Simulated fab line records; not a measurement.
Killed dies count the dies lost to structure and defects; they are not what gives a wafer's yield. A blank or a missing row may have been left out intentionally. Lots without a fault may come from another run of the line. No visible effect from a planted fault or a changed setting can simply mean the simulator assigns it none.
What tool caused it? :: flow n5-finfet :: 9 lots with 27 wafers sampled at 5 steps, on a route of 1938 steps

== WHAT THE GAUGES SHOWED, per wafer ==
No reading from a measuring or inspecting step in the record can be judged against a usual standard deviation.

== TOOL THAT RAN EACH LOT (tool first, then ch and the chambers of the sampled wafers, then the start) ==
lot: L562
N5_BEOL_M5_ETCH_61: rie-diel-01 ch 0,2,3, day 8 22:45
N5_BEOL_M5_ETCH_75: rie-diel-06 ch 1,3, day 9 00:14
N5_BEOL_M5_ETCH_68: rie-diel-06 ch 1,3, day 9 00:17
N5_BEOL_M5_STRIP_91: rie-diel-06 ch 1,3, no start
N5_PASSIVATION_PROBE_49: -

lot: L565
N5_BEOL_M5_ETCH_61: rie-diel-01 ch 1,2,3, day 9 17:58
N5_BEOL_M5_ETCH_75: rie-diel-05 ch 0,3, day 9 22:54
N5_BEOL_M5_ETCH_68: rie-diel-05 ch 0,3, day 9 22:56
N5_BEOL_M5_STRIP_91: rie-diel-05 ch 0,3, day 14 01:18 or earlier
N5_PASSIVATION_PROBE_49: prober-01, day 14 01:18

lot: L564
N5_BEOL_M5_ETCH_61: rie-diel-01 ch 1,2, day 9 18:56
N5_BEOL_M5_ETCH_75: rie-diel-06 ch 1,3, day 9 21:43
N5_BEOL_M5_ETCH_68: rie-diel-06 ch 1,3, day 9 21:47
N5_BEOL_M5_STRIP_91: rie-diel-06 ch 1,3, no start
N5_PASSIVATION_PROBE_49: -

lot: L568
N5_BEOL_M5_ETCH_61: rie-diel-05 ch 0,2,3, day 9 22:05
N5_BEOL_M5_ETCH_75: rie-diel-06 ch 1,3, day 9 23:53
N5_BEOL_M5_ETCH_68: rie-diel-06 ch 1,3, day 9 23:58
N5_BEOL_M5_STRIP_91: rie-diel-06 ch 1,3, day 14 13:05 or earlier
N5_PASSIVATION_PROBE_49: prober-02, day 14 13:05

lot: L575
N5_BEOL_M5_ETCH_61: rie-diel-06 ch 1,2,3, day 12 17:04
N5_BEOL_M5_ETCH_75: rie-diel-05 ch 0,2,3, day 12 18:14
N5_BEOL_M5_ETCH_68: rie-diel-05 ch 0,2,3, day 12 18:16
N5_BEOL_M5_STRIP_91: rie-diel-05 ch 0,2,3, no start
N5_PASSIVATION_PROBE_49: -

lot: L577
N5_BEOL_M5_ETCH_61: rie-diel-05 ch 0,2,3, day 12 17:18
N5_BEOL_M5_ETCH_75: rie-diel-01 ch 1,2, day 12 20:08
N5_BEOL_M5_ETCH_68: rie-diel-01 ch 1,2, day 12 20:11
N5_BEOL_M5_STRIP_91: rie-diel-01 ch 1,2, no start
N5_PASSIVATION_PROBE_49: -

lot: L580
N5_BEOL_M5_ETCH_61: rie-diel-06 ch 0,1, day 13 13:11
N5_BEOL_M5_ETCH_75: rie-diel-06 ch 0,2,3, day 13 14:11
N5_BEOL_M5_ETCH_68: rie-diel-06 ch 0,2,3, day 13 14:13
N5_BEOL_M5_STRIP_91: rie-diel-06 ch 0,2,3, no start
N5_PASSIVATION_PROBE_49: -

lot: L581
N5_BEOL_M5_ETCH_61: rie-diel-06 ch 0,2,3, day 13 21:41
N5_BEOL_M5_ETCH_75: rie-diel-01 ch 0,1,2, day 14 01:07
N5_BEOL_M5_ETCH_68: rie-diel-01 ch 0,1,2, day 14 01:10
N5_BEOL_M5_STRIP_91: rie-diel-01 ch 0,1,2, no start
N5_PASSIVATION_PROBE_49: -

lot: L582
N5_BEOL_M5_ETCH_61: rie-diel-01 ch 0,2,3, day 14 06:02
N5_BEOL_M5_ETCH_75: rie-diel-01 ch 0,3, day 14 07:43
N5_BEOL_M5_ETCH_68: rie-diel-01 ch 0,3, day 14 07:45
N5_BEOL_M5_STRIP_91: rie-diel-01 ch 0,3, day 18 11:43 or earlier
N5_PASSIVATION_PROBE_49: prober-02, day 18 11:43
- N5_BEOL_M5_ETCH_61: etches SiARC in CF4, target depth 15.6 nm, time 26 s.
- N5_BEOL_M5_ETCH_75: etches underlayer in N2/H2, target depth 6.5 nm, time 5.2 s.
- N5_BEOL_M5_ETCH_68: etches SOC in N2/H2, target depth 80 nm, overetch 16 nm, time 120 s.
- N5_BEOL_M5_STRIP_91: strips in N2/H2, time 10 s.
- N5_PASSIVATION_PROBE_49

== WHAT THE TOOLS THEMSELVES READ (means of the sampled wafers that have a number; where no wafer has one, the mark that the record gives instead) ==
N5_BEOL_M5_ETCH_61. Usual: drypump-motor-current-A 5.9 A, standard deviation 0.44; etch-rf-on-time-s 26.2 s, standard deviation 0.53; oes-product-au 0.65 a.u., standard deviation 0.064; rf-vpp-V 184.4 V, standard deviation 1.1; showerhead-plenum-p-Torr 2.16 Torr, standard deviation 0.078; throttle-valve-pct 15.62 %, standard deviation 0.19.
lot: L562
tool: rie-diel-01
drypump-motor-current-A (A): 5.8
etch-rf-on-time-s (s): 26.2
oes-product-au (a.u.): 0.64
rf-vpp-V (V): 184.0
showerhead-plenum-p-Torr (Torr): 2.18
throttle-valve-pct (%): 15.60
flag: 

lot: L565
tool: rie-diel-01
drypump-motor-current-A (A): 6.1
etch-rf-on-time-s (s): 25.9
oes-product-au (a.u.): 0.63
rf-vpp-V (V): 183.8
showerhead-plenum-p-Torr (Torr): 2.16
throttle-valve-pct (%): 15.44
flag: 

lot: L564
tool: rie-diel-01
drypump-motor-current-A (A): 6.3
etch-rf-on-time-s (s): 25.7
oes-product-au (a.u.): 0.64
rf-vpp-V (V): 183.3
showerhead-plenum-p-Torr (Torr): 2.11
throttle-valve-pct (%): 15.42
flag: 

lot: L568
tool: rie-diel-05
drypump-motor-current-A (A): 5.6
etch-rf-on-time-s (s): 26.4
oes-product-au (a.u.): 0.60
rf-vpp-V (V): 184.6
showerhead-plenum-p-Torr (Torr): 2.16
throttle-valve-pct (%): 15.85
flag: 

lot: L575
tool: rie-diel-06
drypump-motor-current-A (A): 6.2
etch-rf-on-time-s (s): 26.2
oes-product-au (a.u.): 0.65
rf-vpp-V (V): 184.5
showerhead-plenum-p-Torr (Torr): 2.16
throttle-valve-pct (%): 15.65
flag: 

lot: L577
tool: rie-diel-05
drypump-motor-current-A (A): 5.6
etch-rf-on-time-s (s): 26.2
oes-product-au (a.u.): 0.67
rf-vpp-V (V): 183.1
showerhead-plenum-p-Torr (Torr): 2.15
throttle-valve-pct (%): 15.71
flag: 

lot: L580
tool: rie-diel-06
drypump-motor-current-A (A): 5.2
etch-rf-on-time-s (s): 26.4
oes-product-au (a.u.): 0.74
rf-vpp-V (V): 185.3
showerhead-plenum-p-Torr (Torr): 2.25
throttle-valve-pct (%): 15.70
flag: 

lot: L581
tool: rie-diel-06
drypump-motor-current-A (A): 5.9
etch-rf-on-time-s (s): 26.1
oes-product-au (a.u.): 0.67
rf-vpp-V (V): 185.2
showerhead-plenum-p-Torr (Torr): 2.19
throttle-valve-pct (%): 15.70
flag: 

lot: L582
tool: rie-diel-01
drypump-motor-current-A (A): 5.9
etch-rf-on-time-s (s): 26.3
oes-product-au (a.u.): 0.62
rf-vpp-V (V): 184.0
showerhead-plenum-p-Torr (Torr): 2.16
throttle-valve-pct (%): 15.67
flag: 

N5_BEOL_M5_ETCH_75. Usual: value, then standard deviation, for each; drypump-motor-current-A 5.9 A / 0.37; etch-rf-on-time-s 5.21 s / 0.11; n2-flow-sccm 200.1 sccm / 0.56; oes-product-au 0.65 a.u. / 0.063; rf-vpp-V 524.4 V / 2.9; showerhead-plenum-p-Torr 2.57 Torr / 0.092; throttle-valve-pct 17.86 % / 0.22.
lot: L562
tool: rie-diel-06
drypump-motor-current-A (A): 6.1
etch-rf-on-time-s (s): 5.22
n2-flow-sccm (sccm): 200.0
oes-product-au (a.u.): 0.69
rf-vpp-V (V): 525.2
showerhead-plenum-p-Torr (Torr): 2.59
throttle-valve-pct (%): 17.93
flag: 

lot: L565
tool: rie-diel-05
drypump-motor-current-A (A): 5.6
etch-rf-on-time-s (s): 5.24
n2-flow-sccm (sccm): 200.6
oes-product-au (a.u.): 0.62
rf-vpp-V (V): 522.1
showerhead-plenum-p-Torr (Torr): 2.51
throttle-valve-pct (%): 18.09
flag: 

lot: L564
tool: rie-diel-06
drypump-motor-current-A (A): 6.0
etch-rf-on-time-s (s): 5.14
n2-flow-sccm (sccm): 199.7
oes-product-au (a.u.): 0.70
rf-vpp-V (V): 524.1
showerhead-plenum-p-Torr (Torr): 2.59
throttle-valve-pct (%): 17.88
flag: 

lot: L568
tool: rie-diel-06
drypump-motor-current-A (A): 6.0
etch-rf-on-time-s (s): 5.21
n2-flow-sccm (sccm): 199.7
oes-product-au (a.u.): 0.70
rf-vpp-V (V): 525.6
showerhead-plenum-p-Torr (Torr): 2.59
throttle-valve-pct (%): 17.88
flag: 

lot: L575
tool: rie-diel-05
drypump-motor-current-A (A): 5.6
etch-rf-on-time-s (s): 5.25
n2-flow-sccm (sccm): 200.3
oes-product-au (a.u.): 0.67
rf-vpp-V (V): 525.6
showerhead-plenum-p-Torr (Torr): 2.55
throttle-valve-pct (%): 17.96
flag: 

lot: L577
tool: rie-diel-01
drypump-motor-current-A (A): 6.4
etch-rf-on-time-s (s): 5.20
n2-flow-sccm (sccm): 199.4
oes-product-au (a.u.): 0.61
rf-vpp-V (V): 521.2
showerhead-plenum-p-Torr (Torr): 2.49
throttle-valve-pct (%): 17.63
flag: 

lot: L580
tool: rie-diel-06
drypump-motor-current-A (A): 5.8
etch-rf-on-time-s (s): 5.31
n2-flow-sccm (sccm): 199.9
oes-product-au (a.u.): 0.66
rf-vpp-V (V): 525.6
showerhead-plenum-p-Torr (Torr): 2.58
throttle-valve-pct (%): 17.90
flag: 

lot: L581
tool: rie-diel-01
drypump-motor-current-A (A): 6.1
etch-rf-on-time-s (s): 5.12
n2-flow-sccm (sccm): 200.3
oes-product-au (a.u.): 0.63
rf-vpp-V (V): 524.4
showerhead-plenum-p-Torr (Torr): 2.57
throttle-valve-pct (%): 17.72
flag: 

lot: L582
tool: rie-diel-01
drypump-motor-current-A (A): 5.5
etch-rf-on-time-s (s): 5.22
n2-flow-sccm (sccm): 200.0
oes-product-au (a.u.): 0.63
rf-vpp-V (V): 526.0
showerhead-plenum-p-Torr (Torr): 2.65
throttle-valve-pct (%): 17.95
flag: 

N5_BEOL_M5_ETCH_68. Usual: drypump-motor-current-A 5.9 A, standard deviation 0.37; n2-flow-sccm 200.0 sccm, standard deviation 0.6; oes-product-au 0.58 a.u., standard deviation 0.053; rf-vpp-V 524.5 V, standard deviation 2.6; run-length-s 143.3 s, standard deviation 0.46; showerhead-plenum-p-Torr 2.57 Torr, standard deviation 0.092; temp-c 40.01 C, standard deviation 0.11; throttle-valve-pct 17.82 %, standard deviation 0.22.
lot: L562
tool: rie-diel-06
drypump-motor-current-A (A): 6.1
n2-flow-sccm (sccm): 199.9
oes-product-au (a.u.): 0.62
rf-vpp-V (V): 524.3
run-length-s (s): 142.9
showerhead-plenum-p-Torr (Torr): 2.59
temp-c (C): 40.09
throttle-valve-pct (%): 17.89
flag: 

lot: L565
tool: rie-diel-05
drypump-motor-current-A (A): 5.6
n2-flow-sccm (sccm): 200.0
oes-product-au (a.u.): 0.56
rf-vpp-V (V): 523.1
run-length-s (s): 143.6
showerhead-plenum-p-Torr (Torr): 2.51
temp-c (C): 40.09
throttle-valve-pct (%): 18.05
flag: 

lot: L564
tool: rie-diel-06
drypump-motor-current-A (A): 6.0
n2-flow-sccm (sccm): 199.7
oes-product-au (a.u.): 0.63
rf-vpp-V (V): 524.8
run-length-s (s): 143.0
showerhead-plenum-p-Torr (Torr): 2.59
temp-c (C): 40.17
throttle-valve-pct (%): 17.83
flag: 

lot: L568
tool: rie-diel-06
drypump-motor-current-A (A): 6.0
n2-flow-sccm (sccm): 200.2
oes-product-au (a.u.): 0.62
rf-vpp-V (V): 525.3
run-length-s (s): 144.9
showerhead-plenum-p-Torr (Torr): 2.59
temp-c (C): 39.99
throttle-valve-pct (%): 17.83
flag: OFF

lot: L575
tool: rie-diel-05
drypump-motor-current-A (A): 5.7
n2-flow-sccm (sccm): 200.3
oes-product-au (a.u.): 0.60
rf-vpp-V (V): 523.8
run-length-s (s): 143.5
showerhead-plenum-p-Torr (Torr): 2.55
temp-c (C): 39.94
throttle-valve-pct (%): 17.92
flag: 

lot: L577
tool: rie-diel-01
drypump-motor-current-A (A): 6.3
n2-flow-sccm (sccm): 200.5
oes-product-au (a.u.): 0.56
rf-vpp-V (V): 522.9
run-length-s (s): 143.2
showerhead-plenum-p-Torr (Torr): 2.49
temp-c (C): 40.02
throttle-valve-pct (%): 17.60
flag: 

lot: L580
tool: rie-diel-06
drypump-motor-current-A (A): 5.9
n2-flow-sccm (sccm): 199.8
oes-product-au (a.u.): 0.61
rf-vpp-V (V): 525.5
run-length-s (s): 143.2
showerhead-plenum-p-Torr (Torr): 2.58
temp-c (C): 39.98
throttle-valve-pct (%): 17.85
flag: 

lot: L581
tool: rie-diel-01
drypump-motor-current-A (A): 6.1
n2-flow-sccm (sccm): 200.4
oes-product-au (a.u.): 0.57
rf-vpp-V (V): 524.7
run-length-s (s): 143.2
showerhead-plenum-p-Torr (Torr): 2.57
temp-c (C): 40.02
throttle-valve-pct (%): 17.66
flag: 

lot: L582
tool: rie-diel-01
drypump-motor-current-A (A): 5.6
n2-flow-sccm (sccm): 199.2
oes-product-au (a.u.): 0.58
rf-vpp-V (V): 527.3
run-length-s (s): 142.9
showerhead-plenum-p-Torr (Torr): 2.65
temp-c (C): 40.05
throttle-valve-pct (%): 17.91
flag: 

N5_BEOL_M5_STRIP_91. Usual: value, then standard deviation, for each; drypump-motor-current-A 5.9 A / 0.37; n2-flow-sccm 200.0 sccm / 0.58; oes-product-au 0.76 a.u. / 0.074; rf-vpp-V 59.2 V / 0.99; showerhead-plenum-p-Torr 2.56 Torr / 0.092; temp-c 40.02 C / 0.11; throttle-valve-pct 23.6 % / 0.32.
lot: L562
tool: rie-diel-06
drypump-motor-current-A (A): 6.1
n2-flow-sccm (sccm): 199.6
oes-product-au (a.u.): 0.81
rf-vpp-V (V): 59.6
showerhead-plenum-p-Torr (Torr): 2.58
temp-c (C): 40.11
throttle-valve-pct (%): 23.9
flag: 

lot: L565
tool: rie-diel-05
drypump-motor-current-A (A): 5.6
n2-flow-sccm (sccm): 200.8
oes-product-au (a.u.): 0.73
rf-vpp-V (V): 59.1
showerhead-plenum-p-Torr (Torr): 2.50
temp-c (C): 40.06
throttle-valve-pct (%): 23.9
flag: 

lot: L564
tool: rie-diel-06
drypump-motor-current-A (A): 6.0
n2-flow-sccm (sccm): 200.0
oes-product-au (a.u.): 0.82
rf-vpp-V (V): 59.7
showerhead-plenum-p-Torr (Torr): 2.59
temp-c (C): 40.06
throttle-valve-pct (%): 23.7
flag: 

lot: L568
tool: rie-diel-06
drypump-motor-current-A (A): 6.0
n2-flow-sccm (sccm): 200.3
oes-product-au (a.u.): 0.82
rf-vpp-V (V): 59.3
showerhead-plenum-p-Torr (Torr): 2.59
temp-c (C): 39.97
throttle-valve-pct (%): 23.7
flag: 

lot: L575
tool: rie-diel-05
drypump-motor-current-A (A): 5.7
n2-flow-sccm (sccm): 200.7
oes-product-au (a.u.): 0.79
rf-vpp-V (V): 59.0
showerhead-plenum-p-Torr (Torr): 2.54
temp-c (C): 40.01
throttle-valve-pct (%): 23.8
flag: 

lot: L577
tool: rie-diel-01
drypump-motor-current-A (A): 6.4
n2-flow-sccm (sccm): 199.2
oes-product-au (a.u.): 0.73
rf-vpp-V (V): 58.7
showerhead-plenum-p-Torr (Torr): 2.49
temp-c (C): 40.03
throttle-valve-pct (%): 23.3
flag: 

lot: L580
tool: rie-diel-06
drypump-motor-current-A (A): 5.8
n2-flow-sccm (sccm): 200.3
oes-product-au (a.u.): 0.79
rf-vpp-V (V): 59.9
showerhead-plenum-p-Torr (Torr): 2.58
temp-c (C): 40.08
throttle-valve-pct (%): 23.7
flag: 

lot: L581
tool: rie-diel-01
drypump-motor-current-A (A): 6.1
n2-flow-sccm (sccm): 199.7
oes-product-au (a.u.): 0.74
rf-vpp-V (V): 59.6
showerhead-plenum-p-Torr (Torr): 2.57
temp-c (C): 39.99
throttle-valve-pct (%): 23.4
flag: 

lot: L582
tool: rie-diel-01
drypump-motor-current-A (A): 5.5
n2-flow-sccm (sccm): 199.3
oes-product-au (a.u.): 0.74
rf-vpp-V (V): 58.6
showerhead-plenum-p-Torr (Torr): 2.65
temp-c (C): 40.02
throttle-valve-pct (%): 23.7
flag: 

N5_PASSIVATION_PROBE_49. Usual: defect-limited-yield 90.9 %, standard deviation 1.4; killed_at_M0_to_M3 37, standard deviation 12; killed_at_M4_up 14, standard deviation 5.3; killed-at-contacts 12, standard deviation 6.2; killed-at-front-end 41, standard deviation 11; killed-at-other 3.7, standard deviation 2.9; killed-dies 107, standard deviation 17; killed-on-rim 14, standard deviation 4.4; killed-open 71, standard deviation 12; killed-short 34, standard deviation 7.9; sort_bin_5_function 5.3 %, standard deviation 0.95; sort_bin_6_memory 3.4 %, standard deviation 0.7; sort_bin_8_speed 0.00 %, standard deviation 0.0099; sort-n-pass 1073, standard deviation 17; sort-yield-pct 90.9 %, standard deviation 1.5.
lot: L565
tool: prober-01
defect-limited-yield (%): 91.4
killed_at_M0_to_M3: 31
killed_at_M4_up: 9
killed-at-contacts: 14
killed-at-front-end: 46
killed-at-other: 2.0
killed-dies: 102
killed-on-rim: 16
killed-open: 63
killed-short: 36
sort_bin_5_function (%): 5.1
sort_bin_6_memory (%): 3.0
sort_bin_8_speed (%): 0.00
sort-n-pass: 1078
sort-yield-pct (%): 91.4
flag: 

lot: L568
tool: prober-02
defect-limited-yield (%): 91.0
killed_at_M0_to_M3: 32
killed_at_M4_up: 13
killed-at-contacts: 11
killed-at-front-end: 48
killed-at-other: 1.7
killed-dies: 106
killed-on-rim: 14
killed-open: 65
killed-short: 38
sort_bin_5_function (%): 5.4
sort_bin_6_memory (%): 3.2
sort_bin_8_speed (%): 0.00
sort-n-pass: 1074
sort-yield-pct (%): 91.0
flag: 

lot: L582
tool: prober-02
defect-limited-yield (%): 91.5
killed_at_M0_to_M3: 33
killed_at_M4_up: 9
killed-at-contacts: 10
killed-at-front-end: 44
killed-at-other: 4.7
killed-dies: 100
killed-on-rim: 12
killed-open: 66
killed-short: 30
sort_bin_5_function (%): 4.8
sort_bin_6_memory (%): 3.1
sort_bin_8_speed (%): 0.00
sort-n-pass: 1080
sort-yield-pct (%): 91.5
flag: 

== THE ANSWER, worked out from the rows above alone ==
Rule: a lot counts as off when the mean over its wafers that have a number is more than 3 standard deviations away from the usual mean. A lot without any number at a reading at which 4 lots or more have one is off too. All remaining lots with rows at the step are treated as sound. Order of review: gauges by route order, followed by the tools' own readings, for which a lot's mean as printed above is used. The first step at which some lot is off is used, and at that step the reading that is off furthest; a lot without a number counts as furthest.
Off at N5_BEOL_M5_ETCH_68 (run-length-s): L568.
If a tool, at that step or one of the process steps before it, ran each lot that is off and ran no sound lot following the first of them, it fits. No candidate that was tried fits.

== WHAT HAD BEEN PUT IN BY THE SIMULATOR ==
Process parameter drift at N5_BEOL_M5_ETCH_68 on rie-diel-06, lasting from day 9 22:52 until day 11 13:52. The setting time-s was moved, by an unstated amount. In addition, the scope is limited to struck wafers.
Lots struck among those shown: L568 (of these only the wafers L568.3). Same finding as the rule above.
